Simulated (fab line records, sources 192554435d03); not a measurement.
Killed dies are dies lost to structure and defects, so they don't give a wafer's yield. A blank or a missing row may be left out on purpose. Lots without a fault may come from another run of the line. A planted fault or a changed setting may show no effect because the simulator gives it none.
Which tool did it? | flow n5_finfet | 13 lots, 39 wafers sampled, at 3 steps of a route of 1938

WHAT THE GAUGES READ, wafer by wafer
N5_PASSIVATION_CD_MEAS_10: target cd 3000 nm.
lot  | measured     | on        | cd_nm (nm)
L206 | day 12 20:22 | cd_sem-03 | 3005.7 3005.3 3006.2
L207 | day 13 04:41 | cd_sem-03 | 2997.4 2998.6 2995.3
L213 | day 14 03:53 | cd_sem-02 | 2998.3 2997.9 2999.5
L214 | day 14 13:05 | cd_sem-02 | 2996.6 3004.1 2999.5
L212 | day 14 18:26 | cd_sem-01 | 3001.3 3000.7 3000.2
L211 | day 14 18:36 | cd_sem-03 | 3001.6 3000.3 3001.2
L218 | day 15 03:57 | cd_sem-01 | 3003.7 3001.7 2999.5
L220 | day 16 18:13 | cd_sem-01 | 3001.2 3001.8 3000.1
L221 | day 16 20:15 | cd_sem-02 | 2996.9 2997.0 3000.3
L224 | day 17 02:32 | cd_sem-02 | 3001.7 3003.7 3002.5
L226 | day 17 18:38 | cd_sem-03 | 2996.6 2997.5 2999.2
L227 | day 18 08:23 | cd_sem-02 | 2997.0 2997.8 2998.8
L228 | day 18 08:32 | cd_sem-01 | 3003.7 3005.7 3002.3

WHICH TOOL RAN EACH LOT (tool, then ch and the chambers of the sampled wafers, then the start)
lot  | N5_BEOL_M11_PRE_CLEAN_45     | N5_MIM_TOP_ALD_01
L206 | pvd_sputter-03, day 11 10:27 | ald_hk-03 ch 0,1,2, day 12 20:22 or earlier
L207 | pvd_sputter-03, day 11 10:51 | ald_hk-03 ch 0,2, day 13 04:41 or earlier
L213 | pvd_sputter-03, day 12 16:05 | ald_hk-01 ch 0,1, day 14 03:53 or earlier
L214 | pvd_sputter-01, day 13 00:02 | ald_hk-03 ch 2,3, day 14 13:05 or earlier
L212 | pvd_sputter-01, day 13 04:56 | ald_hk-03 ch 0,1,2, day 14 18:26 or earlier
L211 | pvd_sputter-01, day 13 05:01 | ald_hk-03 ch 0,1,3, day 14 18:36 or earlier
L218 | pvd_sputter-01, day 13 19:20 | ald_hk-03 ch 0,1, day 15 03:57 or earlier
L220 | pvd_sputter-02, day 15 01:05 | ald_hk-01 ch 0,1,3, day 16 18:13 or earlier
L221 | pvd_sputter-01, day 15 03:48 | ald_hk-03 ch 0,2, day 16 20:15 or earlier
L224 | pvd_sputter-01, day 15 13:59 | ald_hk-03 ch 0,1,2, day 17 02:32 or earlier
L226 | pvd_sputter-03, day 16 06:08 | ald_hk-02 ch 0,1,2, day 17 18:38 or earlier
L227 | pvd_sputter-03, day 16 18:16 | ald_hk-02 ch 0,1,3, day 18 08:23 or earlier
L228 | pvd_sputter-03, day 16 21:25 | ald_hk-03 ch 1,2,3, day 18 08:32 or earlier
- N5_BEOL_M11_PRE_CLEAN_45: time 30 s.
- N5_MIM_TOP_ALD_01: deposits HfO2, target thk 5.6 nm, pulse time 1 s, purge time 3 s.

WHAT THE TOOLS THEMSELVES READ (means of the sampled wafers that have a number; where no wafer has one, the mark that the record gives instead)
N5_BEOL_M11_PRE_CLEAN_45.
lot  | tool           | heater_power_w (W)
L206 | pvd_sputter-03 | 329
L207 | pvd_sputter-03 | 317
L213 | pvd_sputter-03 | 318
L214 | pvd_sputter-01 | 397
L212 | pvd_sputter-01 | 363
L211 | pvd_sputter-01 | 364
L218 | pvd_sputter-01 | 396
L220 | pvd_sputter-02 | 310
L221 | pvd_sputter-01 | 359
L224 | pvd_sputter-01 | 368
L226 | pvd_sputter-03 | 308
L227 | pvd_sputter-03 | 297
L228 | pvd_sputter-03 | 312

N5_MIM_TOP_ALD_01.
lot  | tool      | precursor_pulse_height_rel
L206 | ald_hk-03 | 1.008
L207 | ald_hk-03 | 0.998
L213 | ald_hk-01 | 0.997
L214 | ald_hk-03 | 1.006
L212 | ald_hk-03 | 0.996
L211 | ald_hk-03 | 0.998
L218 | ald_hk-03 | 1.007
L220 | ald_hk-01 | 0.993
L221 | ald_hk-03 | 1.004
L224 | ald_hk-03 | 0.986
L226 | ald_hk-02 | 1.008
L227 | ald_hk-02 | 0.981
L228 | ald_hk-03 | 0.993

THE ANSWER, worked out from the rows above alone
Rule: what is usual is taken from the lots themselves. Put in order of their means at a reading, lots are off if they are a third of the lots or fewer, leave a main group of 4 or more, and stand apart from it by a gap of 3 or more times the standard deviation of the main group's means; of several such gaps the widest counts. A main group whose means are all the same, to the digits that the tables above print for the reading, isn't used. A lot without any number at a reading at which 4 lots or more have one is off too. The other lots that the step has rows for count as sound. The gauges are gone through in route order, then the tools' own readings, and for those a lot's mean is taken as printed above. The first step at which some lot is off is used, and at that step the reading that is off furthest; a lot without a number counts as furthest.
No lot is off at any reading shown: from this, nothing can be told.

WHAT THE SIMULATOR HAD PUT IN
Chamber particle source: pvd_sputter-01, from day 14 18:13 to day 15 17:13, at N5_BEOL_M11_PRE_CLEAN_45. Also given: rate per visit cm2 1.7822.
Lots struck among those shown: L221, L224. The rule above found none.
